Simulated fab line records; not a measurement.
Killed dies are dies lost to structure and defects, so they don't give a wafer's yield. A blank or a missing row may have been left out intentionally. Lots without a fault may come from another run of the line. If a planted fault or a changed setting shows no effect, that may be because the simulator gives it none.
Chamber matching / flow n5Finfet / rieDiel-03 running N5_DUMMY_GATE_STRIP_40: 4 sister chambers
The step strips in CF4. 14 wafers are shown with their chamber, then 7 later ones without.

WAFERS WITH THEIR CHAMBER
wafer=L076.4; chamber=2; showerheadPlenumPTorr (Torr)=1.83; drypumpMotorCurrentA (A)=5.1; oesProductAu (a.u.)=0.84
wafer=L076.5; chamber=2; showerheadPlenumPTorr (Torr)=1.83; drypumpMotorCurrentA (A)=5.1; oesProductAu (a.u.)=0.84
wafer=L076.6; chamber=3; showerheadPlenumPTorr (Torr)=1.76; drypumpMotorCurrentA (A)=6.2; oesProductAu (a.u.)=0.89
wafer=L079.1; chamber=3; showerheadPlenumPTorr (Torr)=1.76; drypumpMotorCurrentA (A)=6.2; oesProductAu (a.u.)=0.88
wafer=L079.3; chamber=1; showerheadPlenumPTorr (Torr)=1.81; drypumpMotorCurrentA (A)=5.6; oesProductAu (a.u.)=0.74
wafer=L079.4; chamber=0; showerheadPlenumPTorr (Torr)=1.70; drypumpMotorCurrentA (A)=5.0; oesProductAu (a.u.)=0.69
wafer=L080.3; chamber=2; showerheadPlenumPTorr (Torr)=1.83; drypumpMotorCurrentA (A)=5.0; oesProductAu (a.u.)=0.84
wafer=L080.4; chamber=1; showerheadPlenumPTorr (Torr)=1.80; drypumpMotorCurrentA (A)=5.6; oesProductAu (a.u.)=0.73
wafer=L080.5; chamber=3; showerheadPlenumPTorr (Torr)=1.76; drypumpMotorCurrentA (A)=6.2; oesProductAu (a.u.)=0.87
wafer=L082.2; chamber=1; showerheadPlenumPTorr (Torr)=1.80; drypumpMotorCurrentA (A)=5.6; oesProductAu (a.u.)=0.73
wafer=L082.3; chamber=2; showerheadPlenumPTorr (Torr)=1.83; drypumpMotorCurrentA (A)=5.1; oesProductAu (a.u.)=0.84
wafer=L082.6; chamber=2; showerheadPlenumPTorr (Torr)=1.83; drypumpMotorCurrentA (A)=5.1; oesProductAu (a.u.)=0.83
wafer=L083.3; chamber=2; showerheadPlenumPTorr (Torr)=1.83; drypumpMotorCurrentA (A)=5.0; oesProductAu (a.u.)=0.84
wafer=L083.4; chamber=2; showerheadPlenumPTorr (Torr)=1.83; drypumpMotorCurrentA (A)=5.0; oesProductAu (a.u.)=0.82

SIGNATURES (averages over the wafers above)
reading=showerheadPlenumPTorr; chamber 0=1.7000; chamber 1=1.8033; chamber 2=1.8300; chamber 3=1.7600; scatter within a chamber=0.00258
reading=drypumpMotorCurrentA; chamber 0=5.000; chamber 1=5.600; chamber 2=5.057; chamber 3=6.200; scatter within a chamber=0.0414
reading=oesProductAu; chamber 0=0.6900; chamber 1=0.7333; chamber 2=0.8357; chamber 3=0.8800; scatter within a chamber=0.00799
Rule: distance of a wafer from a chamber = root of the sum over the readings of ((wafer's reading minus chamber's mean) / reading's scatter) squared. If the next closest chamber is less than 2 further off than the closest, the wafer can't be placed; otherwise it belongs to the closest. The scatter: take each reading less its chamber's mean, square it, sum over the shown wafers, divide by the number of wafers less the number of chambers, and take the root.

WAFERS WITH NO CHAMBER GIVEN
wafer=L083.5; showerheadPlenumPTorr (Torr)=1.76; drypumpMotorCurrentA (A)=6.2; oesProductAu (a.u.)=0.86
wafer=L090.1; showerheadPlenumPTorr (Torr)=1.80; drypumpMotorCurrentA (A)=5.6; oesProductAu (a.u.)=0.73
wafer=L090.2; showerheadPlenumPTorr (Torr)=1.91; drypumpMotorCurrentA (A)=5.0; oesProductAu (a.u.)=0.95
wafer=L090.6; showerheadPlenumPTorr (Torr)=1.80; drypumpMotorCurrentA (A)=5.6; oesProductAu (a.u.)=0.72
wafer=L095.1; showerheadPlenumPTorr (Torr)=1.80; drypumpMotorCurrentA (A)=5.6; oesProductAu (a.u.)=0.71
wafer=L095.2; showerheadPlenumPTorr (Torr)=1.82; drypumpMotorCurrentA (A)=5.1; oesProductAu (a.u.)=0.81
wafer=L095.4; showerheadPlenumPTorr (Torr)=1.91; drypumpMotorCurrentA (A)=5.0; oesProductAu (a.u.)=0.91

WHICH CHAMBER EACH WENT THROUGH
wafer=L083.5; from the rows above=3; in truth=3
wafer=L090.1; from the rows above=1; in truth=1
wafer=L090.2; from the rows above=2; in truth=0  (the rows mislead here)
wafer=L090.6; from the rows above=1; in truth=1
wafer=L095.1; from the rows above=1; in truth=1
wafer=L095.2; from the rows above=2; in truth=2
wafer=L095.4; from the rows above=2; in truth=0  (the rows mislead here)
Placed correctly: 5 of 7. Can't be placed from these rows: 0. Placed wrongly: 2.
